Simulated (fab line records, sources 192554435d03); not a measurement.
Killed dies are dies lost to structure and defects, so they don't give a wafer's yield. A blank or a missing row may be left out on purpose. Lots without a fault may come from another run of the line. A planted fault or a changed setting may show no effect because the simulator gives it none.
Split-lot experiment | flow n5_finfet | 7 lots, 21 wafers read, on a route of 1938 steps

THE SPLIT
At N5_MIM_TOP_LITHO_EXPOSE_05 (exposes mask MIM TOP, target cd 2000 nm), the setting dose_mj was moved away from the recipe's 20.5 on 6 of the 21 wafers read, by -5.2% to +5.4%. The other wafers ran this setting at the recipe's value.

FROM THE SPLIT TO THE READING: what the file shows between them, 3 steps
- N5_MIM_TOP_LITHO_PEB_06
- N5_MIM_TOP_LITHO_DEVELOP_07: develop time 60 s
- N5_MIM_TOP_LITHO_HARDBAKE_09: time 120 s

THE READING
cd_nm, in nm, at N5_MIM_TOP_LITHO_CD_MEAS_08 (target cd 2000 nm). Fault-free wafers of this fab line usually give 2000.6 nm, standard deviation 1.8 nm.

wafer  | tool, chamber at the split | dose_mj as run | against the recipe | cd_nm, nm | against lot-mates on the recipe
L077.1 | krf_scanner-02, 0          | 20.5           | recipe             | 2003.4    | -
L077.3 | krf_scanner-02, 0          | 19.62          | -4.3%              | 2008.6    | +6.7
L077.4 | krf_scanner-02, 0          | 20.5           | recipe             | 2000.4    | -
L080.1 | krf_scanner-02, 0          | 20.5           | recipe             | 2000.3    | -
L080.3 | krf_scanner-02, 0          | 20.5           | recipe             | 1999.4    | -
L080.4 | krf_scanner-02, 0          | 19.71          | -3.9%              | 2008.9    | +9.1
L082.1 | krf_scanner-02, 0          | 20.5           | recipe             | 1998.7    | -
L082.4 | krf_scanner-02, 0          | 21.24          | +3.6%              | 1996.7    | -3.1
L082.6 | krf_scanner-02, 0          | 20.5           | recipe             | 2000.9    | -
L086.2 | krf_scanner-02, 0          | 20.5           | recipe             | 2000.5    | -
L086.4 | krf_scanner-02, 0          | 21.6           | +5.4%              | 1992.4    | -9.4
L086.6 | krf_scanner-02, 0          | 20.5           | recipe             | 2003.1    | -
L091.1 | krf_scanner-01, 0          | 20.5           | recipe             | 1999.2    | -
L091.2 | krf_scanner-01, 0          | 20.5           | recipe             | 2001.0    | -
L091.3 | krf_scanner-01, 0          | 20.5           | recipe             | 2001.2    | -
L095.2 | krf_scanner-02, 0          | 20.94          | +2.1%              | 1997.4    | -6.2
L095.3 | krf_scanner-02, 0          | 20.5           | recipe             | 2004.7    | -
L095.6 | krf_scanner-02, 0          | 20.5           | recipe             | 2002.4    | -
L094.3 | krf_scanner-01, 0          | 20.5           | recipe             | 2000.4    | -
L094.5 | krf_scanner-01, 0          | 19.43          | -5.2%              | 2008.6    | +8.5
L094.6 | krf_scanner-01, 0          | 20.5           | recipe             | 1999.7    | -

THE FIT
A straight line over all 21 wafers: cd_nm changes by -1.61 nm for each +1% of dose_mj; r = -0.93; the points scatter about the line by 1.6 nm.
The same after taking each lot's own level away (the mean of its wafers on the recipe; 21 wafers): -1.71 nm for each +1%; r = -0.94; scatter 1.4 nm.
On that fit, the largest move of dose_mj shifts the reading by 9.2 nm.
The lots' own levels span 1999.80 to 2003.55 nm, that is 2.1 times the standard deviation above.
So the lot-to-lot level changes the slope little: the two slopes agree.
Check: with one of the wafers moved furthest among these (+5.4%) left out of the fit, the line predicts -8.94 nm for it against its lot-mates. It came out at -9.4 nm against them.

OTHER SPLITS ON THESE WAFERS
These wafers also went through other splits before the reading. Each is held against what the fit with the lots' levels taken away leaves over:
other split on the same wafers | wafers away from the commonest value | r with cd_nm (lot level and that fit taken away)
N5_BEOL_M13_EXPOSE_25 dose_mj  | 6                                    | -0.15
N5_BEOL_M14_ETCH_68 time_s     | 8                                    | -0.12
N5_BEOL_M14_SPUTTER_43 time_s  | 7                                    | +0.15

THE FILE'S OWN FIT
cd_nm changes by -1.71 nm for each +1% of dose_mj, r = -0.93.
